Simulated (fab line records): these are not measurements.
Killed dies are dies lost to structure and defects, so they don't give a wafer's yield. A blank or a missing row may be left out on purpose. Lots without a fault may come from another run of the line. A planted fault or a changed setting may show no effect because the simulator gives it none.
Struck lot and sound lot, side by side | flow n5-finfet | 17 steps out of a route of 1938
Sound: these wafers, L579.3, L579.4, L579.6. Wafers L597.2, L597.3, L597.4 were the ones struck. The cause is given at the end.
For every step that has rows: the tool of each side, followed by ch and its chambers, followed by its first start. Under that, the readings that differ: sound wafers | struck wafers | difference of the means | sigmas: that difference in standard deviations of wafers without a fault.
alike: readings whose means differ by less than 2 such deviations, and words and numbers that are the same on both sides. not compared: withheld readings, readings that some wafer has no value for, bounds like >300 that may hide the same value, and numbers for which the record gives no deviation and whose values overlap.
Wherever a step has rows on one side only, a row that says differs or no value, or a row with sigmas, the two part there. Non-overlapping numbers with no deviation appear without sigmas and do not part them. A reading missing from all wafers of one side parts the sides only when that side holds two or more wafers.

first, 11 steps without rows for these wafers: N5_MOL_CONTACT_COAG_VIA_ETCH_117 (etches SiO2 in C4F6/O2, target depth 40 nm, overetch 8 nm, time 26 s); N5_MOL_CONTACT_COAG_ETCH_124 (etches SiNx in CH3F/O2, stops on SiOC, target depth 6.5 nm); N5_MOL_CONTACT_COAG_ETCH_48 (etches SiOC in C4F6/O2, target depth 15 nm, overetch 4.5 nm, time 17 s); N5_MOL_CONTACT_COAG_STRIP_72 (strips in N2/H2); N5_MOL_CONTACT_COAG_STRIP_49 (strips in N2/H2, time 30 s); N5_MOL_CONTACT_COAG_PRECLEAN_138 (cleans in alkaline clean, time 60 s); N5_MOL_CONTACT_COAG_SRD_139 (time 30 s); N5_MOL_CONTACT_COAG_PRE_CLEAN_121; N5_MOL_CONTACT_COAG_CVD_140 (deposits W, target thk 66.5 nm, time 215 s); N5_MOL_CONTACT_COAG_PRECLEAN_127 (cleans in DIW, time 57.5 s); N5_MOL_CONTACT_COAG_SRD_128 (dry time 32 s).
N5_MOL_CONTACT_COAG_CMP_52: polishes, stops on SiO2, t overpolish 1.5 s, target thk 66.5 nm.
  sound on cmp-03 ch 1,2, day 5 18:59; struck on cmp-02 ch 0,1,3, day 10 01:36
  no value came back on the struck wafers for any of 5 readings (edge-zone-pressure-frac, head-pressure-psi (psi) and others); on the sound wafers edge-zone-pressure-frac reads 0.992 1.005 0.997
N5_MOL_CONTACT_COAG_THK_MEAS_53:
  sound on film-metro-02, day 5 19:17; struck on film-metro-02, day 10 01:51
  reading          | sound          | struck | difference                    | sigmas
  VIA_MOL_THK (nm) | 44.1 45.4 44.6 | - - -  | no value on the struck wafers |
then, 1 step without rows for these wafers: N5_MOL_CONTACT_COAG_ANNEAL_112 (time 1800 s).
N5_MOL_CONTACT_COAG_INSPECT_97: inspects for defects (darkfield).
  sound on defect-inspect-01, day 5 22:22; struck on defect-inspect-01, day 10 04:56
  reading          | sound    | struck         | difference | sigmas
  raw-defect-count | 43 99 58 | 1255 1313 1340 | +1236      | +88
N5_BEOL_M4_RC_MEAS_101:
  the record has rows for the sound wafers here (prober-02 ch 0, day 9 04:18) and none for the struck ones
-- here the record skips 8 days between the struck wafers' starts before and after, leaving off in module BEOL_M4 and picking up in module PASSIVATION (first step shown: number 1936 of the route) --
N5_PASSIVATION_PROBE_49:
  record: rows for the struck wafers here (prober-01, day 18 10:49), none for the sound ones

## WHERE THEY PART
First at N5_MOL_CONTACT_COAG_CMP_52; last, within this record, at N5_PASSIVATION_PROBE_49.

WHY: the cause the simulator had injected
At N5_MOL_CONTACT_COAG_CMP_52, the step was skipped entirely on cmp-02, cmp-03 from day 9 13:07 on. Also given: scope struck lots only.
